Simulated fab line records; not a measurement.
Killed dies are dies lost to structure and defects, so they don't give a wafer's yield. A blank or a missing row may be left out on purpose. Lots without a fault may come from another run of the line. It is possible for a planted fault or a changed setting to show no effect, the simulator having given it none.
Comparing a struck lot with a sound one    flow n5_finfet    28 out of 1938 route steps
Sound: wafers L157.4, L157.5, L157.6. Wafers struck: L153.1, L153.2, L153.5. Last of all comes the cause.
For every step that has rows: the tool of each side, followed by ch and its chambers, followed by its first start. Under that, the readings that differ: sound wafers    struck wafers    difference of the means    sigmas: that difference in standard deviations of wafers without a fault.
alike: same words and numbers on both sides, and readings whose means sit less than 2 such deviations apart. not compared: any withheld reading, any reading some wafer has no value for, any bound like >300 that may hide the same value, and any number with overlapping values for which the record gives no deviation.
A row with sigmas, a row that says differs or no value, or rows on one side alone: a step with any of these is where the two part. Numbers that have no deviation but don't overlap get no sigmas and don't part them. A reading missing from all wafers of one side parts the sides only when that side holds two or more wafers.

N5_BEOL_M1_RS_MEAS_58: a four-point-probe measurement.
  sound on film_metro-02, day 11 02:34; struck on film_metro-02, day 9 19:46
  alike: M1_RS
N5_BEOL_M1_INSPECT_59: inspects for defects (darkfield).
  sound on defect_inspect-02, day 11 02:35; struck on defect_inspect-02, day 9 19:47
  alike: raw_defect_count
N5_BEOL_M2_ILD_DEP_00: deposits SiOC from DEMS/O2, target thk 79 nm, time 15.3 s.
  sound on pecvd-01 ch 0,1,2, day 11 02:38; struck on pecvd-03 ch 0,2, day 9 19:50
  alike: heater_power_w, showerhead_plenum_p_Torr, throttle_valve_pct
N5_BEOL_M2_THK_MEAS_01:
  sound on film_metro-02, day 11 02:41; struck on film_metro-02, day 9 19:54
  alike: M2_ILD_THK
then, 1 step without rows for these wafers: N5_BEOL_M2_PECVD_72 (deposits SiO2 from TEOS/O2, target thk 16 nm, time 18 s).
N5_BEOL_M2_HM_DEP_02: deposits TiN, target thk 20 nm.
  sound on pvd_sputter-03, day 11 02:48; struck on pvd_sputter-02, day 9 21:56
  alike: throttle_valve_pct
then, 6 steps without rows for these wafers: N5_BEOL_M2_COAT_61 (time 60 s, resist thk 60 nm); N5_BEOL_M2_COAT_62 (time 60 s, resist thk 12 nm); N5_BEOL_M2_COAT_73 (time 60 s, resist thk 5 nm); N5_BEOL_M2_COAT_05 (resist thk 30 nm); N5_BEOL_M2_EBR_07; N5_BEOL_M2_SOFTBAKE_06 (time 60 s).
N5_BEOL_M2_EXPOSE_08: exposes mask M2.
  sound on euv_scanner-02 ch 0, day 11 03:05; struck on euv_scanner-01 ch 0, day 9 22:20
reading               sound           struck          difference  sigmas
exposure_dose_mJ_cm2  41.8 41.8 41.8  39.7 39.7 39.7  -2.1        -6
  alike: mask, reticle_temp_C
then, 2 steps without rows for these wafers: N5_BEOL_M2_PEB_09 (peb time 60 s); N5_BEOL_M2_DEVELOP_10 (develop time 30 s).
N5_BEOL_M2_CD_MEAS_11: the cd target is 16.79 nm.
  sound on cd_sem-01 ch 0, day 11 03:12; struck on cd_sem-01 ch 0, day 9 22:28
reading     sound              struck             difference  sigmas
cd_nm (nm)  16.74 16.49 16.86  16.49 15.98 16.10  -0.51       -2
N5_BEOL_M2_OVL_MEAS_12:
  sound on overlay-01 ch 0, day 11 03:14; struck on overlay-02 ch 0, day 9 22:29
  alike: M2_OVL
N5_BEOL_M2_INSPECT_13: inspects for defects (brightfield).
  sound on defect_inspect-01, day 11 03:17; struck on defect_inspect-02, day 9 22:33
  alike: raw_defect_count
N5_BEOL_M2_DESCUM_16: chemistry O2, time 7 s.
  sound on rie_diel-05 ch 0,1,2, day 11 03:19; struck on rie_diel-06 ch 1,3, day 9 22:56
  alike: drypump_motor_current_A, oes_product_au, rf_vpp_V, showerhead_plenum_p_Torr, throttle_valve_pct
  not compared: rf_hours_counter_h
N5_BEOL_M2_ETCH_74: etches underlayer in N2/H2, target depth 6.5 nm, time 5.2 s.
  sound on rie_diel-05 ch 0,1,2, day 11 03:21; struck on rie_diel-06 ch 1,3, day 9 22:58
reading                          sound        struck          difference  sigmas
model.BEOL_M2.cd_offset_nm (nm)  0 -0.2 -0.2  -0.6 -0.6 -0.4  -0.4        
  alike: drypump_motor_current_A, etch_rf_on_time_s, oes_product_au, rf_vpp_V, showerhead_plenum_p_Torr, throttle_valve_pct
  not compared: rf_hours_counter_h
then, 1 step without rows for these wafers: N5_BEOL_M2_ETCH_63 (etches SiARC in CF4, target depth 15.6 nm, time 26 s).
N5_BEOL_M2_ETCH_64: etches SOC in N2/H2, target depth 75 nm, overetch 22.5 nm, time 121.9 s.
  sound on rie_diel-05 ch 0,1,2, day 11 03:24; struck on rie_diel-06 ch 1,3, day 9 23:01
  alike: drypump_motor_current_A, oes_product_au, rf_vpp_V, showerhead_plenum_p_Torr, throttle_valve_pct
  not compared: rf_hours_counter_h
then, 3 steps without rows for these wafers: N5_BEOL_M2_STRIP_65 (strips in N2/H2); N5_BEOL_M2_STRIP_75 (strips in N2/H2); N5_BEOL_M2_STRIP_66 (strips in CF4).
N5_BEOL_M2_HM_OPEN_17: chemistry Cl2/BCl3, target TiN, target depth 20 nm, overetch 6 nm.
  sound on rie_metal-03 ch 0,1, day 11 03:36; struck on rie_metal-03 ch 0,1, day 9 23:11
reading                          sound        struck        difference  sigmas
model.BEOL_M2.cd_offset_nm (nm)  0 -0.2 -0.4  -0.6 -1 -0.8  -0.6        
  alike: drypump_motor_current_A, oes_product_au, throttle_valve_pct
  not compared: rf_hours_counter_h
N5_BEOL_M2_STRIP_19: strips in O2.
  sound on rie_diel-06 ch 0,1,2, day 11 03:44; struck on rie_diel-02 ch 0,1, day 9 23:18
  alike: drypump_motor_current_A, oes_product_au, rf_vpp_V, showerhead_plenum_p_Torr, throttle_valve_pct
  not compared: rf_hours_counter_h
after that, 1 step had no rows for these wafers: N5_PASSIVATION_PROBE_49.

## WHERE THEY PART
Last at N5_BEOL_M2_CD_MEAS_11 as far as this record goes, first at N5_BEOL_M2_EXPOSE_08. Later steps at which nothing parts them and some readings are alike: N5_BEOL_M2_OVL_MEAS_12, N5_BEOL_M2_INSPECT_13, N5_BEOL_M2_DESCUM_16, N5_BEOL_M2_ETCH_74, N5_BEOL_M2_ETCH_64, N5_BEOL_M2_HM_OPEN_17, N5_BEOL_M2_STRIP_19.

WHY: the cause the simulator had injected
Drift in process parameters on euv_scanner-01 at N5_BEOL_M2_EXPOSE_08, starting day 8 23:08. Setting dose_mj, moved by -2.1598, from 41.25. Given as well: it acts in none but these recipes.
